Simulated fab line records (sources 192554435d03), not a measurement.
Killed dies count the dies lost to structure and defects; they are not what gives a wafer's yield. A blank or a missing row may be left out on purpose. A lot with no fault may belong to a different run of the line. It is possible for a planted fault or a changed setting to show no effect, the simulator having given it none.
What tool caused it? | flow n5_finfet | 22 lots with 66 wafers sampled at 3 steps, on a route of 1938 steps

== WHAT EACH GAUGE READ, for each wafer ==
N5_BEOL_M8_CD_MEAS_11 targets a cd of 38.5 nm. Usual: 38.6 nm for cd_nm, sd 0.44.
lot  | measured     | on        | cd_nm (nm)     | flag
L076 | day 9 04:59  | cd_sem-03 | 39.3 38.0 38.3 |
L074 | day 9 05:14  | cd_sem-03 | 39.3 38.5 39.3 |
L075 | day 9 14:11  | cd_sem-02 | 38.5 38.3 38.3 |
L077 | day 9 15:33  | cd_sem-03 | 39.3 38.6 39.6 |
L078 | day 9 14:50  | cd_sem-01 | 38.5 38.8 38.5 |
L079 | day 10 04:37 | cd_sem-02 | 38.3 39.1 38.4 |
L080 | day 10 19:01 | cd_sem-01 | 38.9 38.3 38.5 |
L082 | day 11 02:33 | cd_sem-01 | 38.8 38.7 38.6 |
L083 | day 11 12:34 | cd_sem-01 | 38.4 38.2 38.8 |
L084 | day 11 21:58 | cd_sem-02 | 38.8 39.0 39.0 |
L085 | day 12 06:59 | cd_sem-02 | 38.0 38.5 38.1 |
L086 | day 12 10:14 | cd_sem-01 | 38.3 38.5 38.9 |
L087 | day 12 16:04 | cd_sem-02 | 38.5 38.8 38.4 |
L088 | day 12 16:17 | cd_sem-02 | 37.9 38.9 38.6 |
L089 | day 13 01:19 | cd_sem-01 | 38.6 38.2 39.8 |
L091 | day 13 15:30 | cd_sem-01 | 38.8 38.2 38.4 |
L090 | day 13 15:50 | cd_sem-03 | 38.2 38.2 37.8 |
L092 | day 13 19:26 | cd_sem-02 | 38.5 38.9 38.6 |
L096 | day 14 16:50 | cd_sem-02 | 39.4 38.2 38.2 |
L095 | day 14 20:13 | cd_sem-01 | 38.3 38.5 38.5 |
L094 | day 14 20:23 | cd_sem-01 | 38.1 38.4 39.0 |
L097 | day 15 17:23 | cd_sem-03 | 38.2 38.0 38.4 |

== WHAT TOOL EACH LOT RAN ON (gives the tool, then ch and the chambers of the sampled wafers, and finally the start) ==
lot  | N5_BEOL_M7_TRENCH_ETCH_37                     | N5_BEOL_M7_ALD_77
L076 | rie_diel-04 ch 2,3, day 9 01:44 or earlier    | ald_metal-04 ch 0,2,3, day 9 01:44
L074 | rie_diel-04 ch 1,2,3, day 9 02:05 or earlier  | ald_metal-01 ch 0,3, day 9 02:05
L075 | rie_diel-02 ch 1,3, day 9 08:20 or earlier    | ald_metal-02 ch 0,1,2, day 9 08:20
L077 | rie_diel-02 ch 2,3, day 9 10:28 or earlier    | ald_metal-04 ch 1,2,3, day 9 10:28
L078 | rie_diel-02 ch 1,2, day 9 11:06 or earlier    | ald_metal-04 ch 0,1, day 9 11:06
L079 | rie_diel-05 ch 0,1,3, day 9 23:15 or earlier  | ald_metal-01 ch 0,2,3, day 9 23:15
L080 | rie_diel-05 ch 1,2,3, day 10 13:34 or earlier | ald_metal-04 ch 1,2,3, day 10 13:34
L082 | rie_diel-04 ch 0,2, day 10 22:13 or earlier   | ald_metal-01 ch 0,1,3, day 10 22:13
L083 | rie_diel-05 ch 1,2, day 11 08:02 or earlier   | ald_metal-04 ch 0,1, day 11 08:02
L084 | rie_diel-04 ch 0,3, day 11 18:25 or earlier   | ald_metal-04 ch 0,1,2, day 11 18:25
L085 | rie_diel-05 ch 2,3, day 12 02:17 or earlier   | ald_metal-04 ch 0,1,3, day 12 02:17
L086 | rie_diel-02 ch 0,2, day 12 05:24 or earlier   | ald_metal-01 ch 0,3, day 12 05:24
L087 | rie_diel-02 ch 2,3, day 12 11:14 or earlier   | ald_metal-04 ch 0,2, day 12 11:14
L088 | rie_diel-04 ch 0,1, day 12 11:26 or earlier   | ald_metal-01 ch 0,2,3, day 12 11:26
L089 | rie_diel-05 ch 1,2,3, day 12 21:35 or earlier | ald_metal-02 ch 0,1,3, day 12 21:35
L091 | rie_diel-04 ch 0,1,3, day 13 11:21 or earlier | ald_metal-01 ch 0,1,2, day 13 11:21
L090 | rie_diel-02 ch 0,1,2, day 13 12:01 or earlier | ald_metal-04 ch 0,1,3, day 13 12:01
L092 | rie_diel-04 ch 1,2,3, day 13 14:57 or earlier | ald_metal-01 ch 0,1,3, day 13 14:57
L096 | rie_diel-04 ch 0,1,3, day 14 13:27 or earlier | ald_metal-01 ch 0,1,2, day 14 13:27
L095 | rie_diel-05 ch 2,3, day 14 15:23 or earlier   | ald_metal-04 ch 0,2,3, day 14 15:23
L094 | rie_diel-04 ch 1,2,3, day 14 15:52 or earlier | ald_metal-01 ch 0,1, day 14 15:52
L097 | rie_diel-05 ch 1,2, day 15 12:28 or earlier   | ald_metal-01 ch 2,3, day 15 12:28
- N5_BEOL_M7_TRENCH_ETCH_37: etches SiCOH lowk in C4F6/O2, target depth 93.478 nm, time 31.2 s.
- N5_BEOL_M7_ALD_77: deposits TaN, target thk 2 nm, pulse time 2 s, purge time 3 s.

== AS READ BY THE TOOLS THEMSELVES (means over the sampled wafers that have a number; for cases with no such wafer, the mark the record gives instead) ==
N5_BEOL_M7_TRENCH_ETCH_37. Usual: drypump_motor_current_A 5.9 A, standard deviation 0.5; mfc_ar_sccm 299.8 sccm, standard deviation 0.97; oes_product_au 0.83 a.u., standard deviation 0.089; rf_vpp_V 659 V, standard deviation 9.6; showerhead_plenum_p_Torr 2.87 Torr, standard deviation 0.091; throttle_valve_pct 20.85 %, standard deviation 0.22.
lot  | tool        | drypump_motor_current_A (A) | mfc_ar_sccm (sccm) | oes_product_au (a.u.) | rf_vpp_V (V) | showerhead_plenum_p_Torr (Torr) | throttle_valve_pct (%) | flag
L076 | rie_diel-04 | 5.6                         | 300.0              | 0.77                  | 661          | 2.97                            | 20.84                  |
L074 | rie_diel-04 | 5.5                         | 299.3              | 0.76                  | 660          | 2.97                            | 20.80                  |
L075 | rie_diel-02 | 6.4                         | 300.4              | 0.81                  | 664          | 2.84                            | 21.02                  |
L077 | rie_diel-02 | 6.6                         | 300.1              | 0.79                  | 657          | 2.87                            | 21.16                  |
L078 | rie_diel-02 | 6.4                         | 299.2              | 0.88                  | 663          | 2.84                            | 21.03                  |
L079 | rie_diel-05 | 5.8                         | 299.9              | 0.75                  | 657          | 2.80                            | 20.79                  |
L080 | rie_diel-05 | 6.1                         | 300.1              | 0.80                  | 654          | 2.75                            | 20.83                  |
L082 | rie_diel-04 | 5.6                         | 300.1              | 0.77                  | 668          | 2.92                            | 21.05                  |
L083 | rie_diel-05 | 6.2                         | 300.0              | 0.83                  | 647          | 2.77                            | 20.89                  |
L084 | rie_diel-04 | 5.5                         | 300.2              | 0.89                  | 653          | 2.98                            | 20.70                  |
L085 | rie_diel-05 | 6.4                         | 299.1              | 0.81                  | 661          | 2.75                            | 20.81                  |
L086 | rie_diel-02 | 6.1                         | 299.7              | 0.85                  | 657          | 2.91                            | 21.01                  |
L087 | rie_diel-02 | 6.7                         | 300.4              | 0.77                  | 657          | 2.86                            | 21.20                  |
L088 | rie_diel-04 | 5.3                         | 300.5              | 0.92                  | 668          | 2.91                            | 20.73                  |
L089 | rie_diel-05 | 6.1                         | 300.4              | 0.78                  | 654          | 2.75                            | 20.85                  |
L091 | rie_diel-04 | 5.4                         | 299.5              | 0.90                  | 660          | 2.94                            | 20.73                  |
L090 | rie_diel-02 | 6.0                         | 300.7              | 0.85                  | 663          | 2.89                            | 20.92                  |
L092 | rie_diel-04 | 5.5                         | 299.9              | 0.93                  | 659          | 2.95                            | 20.57                  |
L096 | rie_diel-04 | 5.4                         | 299.7              | 0.87                  | 659          | 2.94                            | 20.74                  |
L095 | rie_diel-05 | 6.4                         | 300.0              | 0.78                  | 660          | 2.74                            | 20.85                  |
L094 | rie_diel-04 | 5.5                         | 299.4              | 0.91                  | 659          | 2.95                            | 20.59                  |
L097 | rie_diel-05 | 5.9                         | 299.8              | 0.76                  | 646          | 2.75                            | 20.90                  |

N5_BEOL_M7_ALD_77. Usual: 402 W for heater_power_w, sd 28.
lot  | tool         | heater_power_w (W) | flag
L076 | ald_metal-04 | 387                |
L074 | ald_metal-01 | 424                |
L075 | ald_metal-02 | 410                |
L077 | ald_metal-04 | 398                |
L078 | ald_metal-04 | 391                |
L079 | ald_metal-01 | 412                |
L080 | ald_metal-04 | 397                |
L082 | ald_metal-01 | 413                |
L083 | ald_metal-04 | 391                |
L084 | ald_metal-04 | 392                |
L085 | ald_metal-04 | 404                |
L086 | ald_metal-01 | 393                |
L087 | ald_metal-04 | 370                |
L088 | ald_metal-01 | 407                |
L089 | ald_metal-02 | 396                |
L091 | ald_metal-01 | 394                |
L090 | ald_metal-04 | 398                |
L092 | ald_metal-01 | 412                |
L096 | ald_metal-01 | 396                |
L095 | ald_metal-04 | 392                |
L094 | ald_metal-01 | 413                |
L097 | ald_metal-01 | 433                |

== THE ANSWER, worked out from the rows above alone ==
Rule: a lot is off if the mean of its wafers that have a number lies more than 3 standard deviations from the usual mean. A lot without any number at a reading at which 4 lots or more have one is off too. Any other lot the step has rows for is counted as sound. First the gauges in route order, then the tools' own readings, where a lot's mean is used as printed above. At the first step where some lot is off, the reading lying furthest off is the one used; lots without a number count as furthest.
None of the lots is off at any reading shown; this tells nothing.

== WHAT THE SIMULATOR HAD PUT IN ==
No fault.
